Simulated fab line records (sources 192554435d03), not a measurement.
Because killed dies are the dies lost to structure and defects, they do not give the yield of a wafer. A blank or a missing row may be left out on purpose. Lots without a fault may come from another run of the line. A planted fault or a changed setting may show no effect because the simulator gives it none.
Lot-split experiment + flow n5_finfet + 7 lots, 39 wafers read, on a route of 1938 steps

## ON THE SPLIT
At N5_HKMG_FIN_EXPOSE_09 (exposes mask NWFM), the setting dose_mj was moved away from the recipe's 39.25 on 15 of the 39 wafers read, by -6.8% to +7.8%. All remaining wafers had this setting at the recipe value.

## FROM THE SPLIT TO THE READING: what the file shows between them, 2 steps
- N5_HKMG_FIN_PEB_10: peb time 60 s
- N5_HKMG_FIN_DEVELOP_11: develop time 30 s

## THE READING
cd_nm (nm) at N5_HKMG_FIN_CD_MEAS_12, where the cd target is 92.8 nm. Typical for fault-free wafers on this fab line: 93.0 nm, with standard deviation 0.51 nm.

| wafer  | tool, chamber at the split | dose_mj as run | against the recipe | cd_nm, nm | against lot-mates on the recipe |
|--------|----------------------------|----------------|--------------------|-----------|---------------------------------|
| L078.1 | arfi_scanner-03, 0         | 39.25          | recipe             | 93.1      | -                               |
| L078.2 | arfi_scanner-03, 0         | 36.58          | -6.8%              | 89.2      | -3.8                            |
| L078.3 | arfi_scanner-03, 0         | 39.25          | recipe             | 92.5      | -                               |
| L078.4 | arfi_scanner-03, 0         | 39.25          | recipe             | 93.3      | -                               |
| L078.5 | arfi_scanner-03, 0         | 36.58          | -6.8%              | 88.9      | -4.1                            |
| L078.6 | arfi_scanner-03, 0         | 36.58          | -6.8%              | 88.3      | -4.7                            |
| L079.1 | arfi_scanner-03, 0         | 42.06          | +7.2%              | 97.2      | +4.6                            |
| L079.2 | arfi_scanner-03, 0         | 39.25          | recipe             | 92.7      | -                               |
| L079.3 | arfi_scanner-03, 0         | 42.06          | +7.2%              | 96.5      | +3.9                            |
| L079.4 | arfi_scanner-03, 0         | 42.06          | +7.2%              | 96.9      | +4.3                            |
| L079.5 | arfi_scanner-03, 0         | 39.25          | recipe             | 92.4      | -                               |
| L079.6 | arfi_scanner-03, 0         | 39.25          | recipe             | 92.8      | -                               |
| L084.3 | arfi_scanner-02, 0         | 39.25          | recipe             | 93.3      | -                               |
| L084.5 | arfi_scanner-02, 0         | 39.25          | recipe             | 92.4      | -                               |
| L084.6 | arfi_scanner-02, 0         | 39.25          | recipe             | 93.1      | -                               |
| L093.1 | arfi_scanner-03, 0         | 42.3           | +7.8%              | 98.0      | +5.0                            |
| L093.2 | arfi_scanner-03, 0         | 39.25          | recipe             | 93.4      | -                               |
| L093.3 | arfi_scanner-03, 0         | 39.25          | recipe             | 92.8      | -                               |
| L093.4 | arfi_scanner-03, 0         | 42.3           | +7.8%              | 97.9      | +4.9                            |
| L093.5 | arfi_scanner-03, 0         | 39.25          | recipe             | 92.9      | -                               |
| L093.6 | arfi_scanner-03, 0         | 42.3           | +7.8%              | 97.0      | +4.0                            |
| L094.1 | arfi_scanner-02, 0         | 39.25          | recipe             | 92.7      | -                               |
| L094.2 | arfi_scanner-02, 0         | 39.25          | recipe             | 93.2      | -                               |
| L094.3 | arfi_scanner-02, 0         | 39.25          | recipe             | 93.5      | -                               |
| L094.4 | arfi_scanner-02, 0         | 39.25          | recipe             | 92.0      | -                               |
| L094.5 | arfi_scanner-02, 0         | 39.25          | recipe             | 93.2      | -                               |
| L094.6 | arfi_scanner-02, 0         | 39.25          | recipe             | 93.0      | -                               |
| L095.1 | arfi_scanner-01, 0         | 39.25          | recipe             | 92.4      | -                               |
| L095.2 | arfi_scanner-01, 0         | 41.93          | +6.8%              | 96.8      | +4.4                            |
| L095.3 | arfi_scanner-01, 0         | 39.25          | recipe             | 92.6      | -                               |
| L095.4 | arfi_scanner-01, 0         | 41.93          | +6.8%              | 97.3      | +4.9                            |
| L095.5 | arfi_scanner-01, 0         | 41.93          | +6.8%              | 97.3      | +4.9                            |
| L095.6 | arfi_scanner-01, 0         | 39.25          | recipe             | 92.3      | -                               |
| L096.1 | arfi_scanner-02, 0         | 39.25          | recipe             | 93.3      | -                               |
| L096.2 | arfi_scanner-02, 0         | 39.25          | recipe             | 91.9      | -                               |
| L096.3 | arfi_scanner-02, 0         | 39.25          | recipe             | 93.1      | -                               |
| L096.4 | arfi_scanner-02, 0         | 41.13          | +4.8%              | 96.3      | +3.5                            |
| L096.5 | arfi_scanner-02, 0         | 41.13          | +4.8%              | 96.1      | +3.3                            |
| L096.6 | arfi_scanner-02, 0         | 41.13          | +4.8%              | 96.1      | +3.3                            |

FIT RESULTS
A straight line over all 39 wafers: cd_nm changes by +0.608 nm for each +1% of dose_mj; r = +0.98; the points scatter about the line by 0.43 nm.
The same after taking each lot's own level away (the mean of its wafers on the recipe; 39 wafers): +0.625 nm for each +1%; r = +0.99; scatter 0.42 nm.
According to that fit, moving dose_mj by its largest amount changes the reading by 4.9 nm.
From 92.43 to 93.03 nm: that is the span of the lots' own levels, equal to 1.2 times the standard deviation above.
The two slopes are in agreement: the lot-to-lot level therefore moves the slope only a little.
Check: with one of the wafers moved furthest among these (+7.8%) left out of the fit, the line predicts +4.88 nm for it against its lot-mates. It came out at +4.97 nm against them.

## THE OTHER SPLITS THESE WAFERS WENT THROUGH
These wafers also went through other splits before the reading. Each is held against what the fit with the lots' levels taken away leaves over:
| other split on the same wafers | wafers away from the commonest value | r with cd_nm (lot level and that fit taken away) |
|--------------------------------|--------------------------------------|--------------------------------------------------|
| N5_DUMMY_GATE_ETCH_32 time_s   | 18                                   | +0.04                                            |
| N5_SD_EPI_N_EPI_21 time_s      | 18                                   | +0.04                                            |
| N5_SD_EPI_P_EPI_21 temp_c      | 18                                   | +0.13                                            |

## THE FILE'S OWN FIT
cd_nm changes by +0.624 nm for each +1% of dose_mj, r = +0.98.
